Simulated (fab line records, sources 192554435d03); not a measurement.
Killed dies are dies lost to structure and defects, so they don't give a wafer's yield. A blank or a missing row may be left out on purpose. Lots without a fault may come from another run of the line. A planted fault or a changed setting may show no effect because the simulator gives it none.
Chamber matching | flow n5_finfet | N5_BEOL_M9_ETCH_62 on rie_diel-03: 4 sister chambers
The step etches SOC in N2/H2, target depth 110 nm, overetch 22 nm, time 165 s. 4 wafers are shown with their chamber, then 8 later ones without.

WAFERS WITH THEIR CHAMBER
wafer  | chamber | drypump_motor_current_A (A)
L083.1 | 2       | 5.3
L086.2 | 0       | 5.1
L086.4 | 3       | 6.4
L092.1 | 1       | 5.4

WAFERS WITHOUT THEIR CHAMBER
wafer  | drypump_motor_current_A (A)
L092.2 | 6.3
L092.3 | 5.1
L094.3 | 6.3
L094.4 | 5.4
L094.6 | 5.1
L097.2 | 5.4
L097.3 | 6.4
L097.5 | 5.1

WHICH CHAMBER EACH WENT THROUGH
wafer  | from the rows above | in truth
L092.2 | 3                   | 3
L092.3 | 0                   | 0
L094.3 | 3                   | 3
L094.4 | 1                   | 1
L094.6 | 0                   | 0
L097.2 | 1                   | 1
L097.3 | 3                   | 3
L097.5 | 0                   | 0
Placed correctly: 8 of 8. Can't be placed from these rows: 0. Placed wrongly: 0.
How it was worked out, from the rows above alone: a wafer's distance from a chamber is the root of the sum, over the readings, of the square of ((its reading less the chamber's mean) divided by the reading's scatter). The wafer belongs to the nearest chamber; if the next one is less than 2 further off, it can't be placed. A chamber's mean is the mean of its shown wafers. The scatter: with one shown wafer a chamber, the root of the mean of the squares of how far each hidden wafer lies from its nearest shown one.
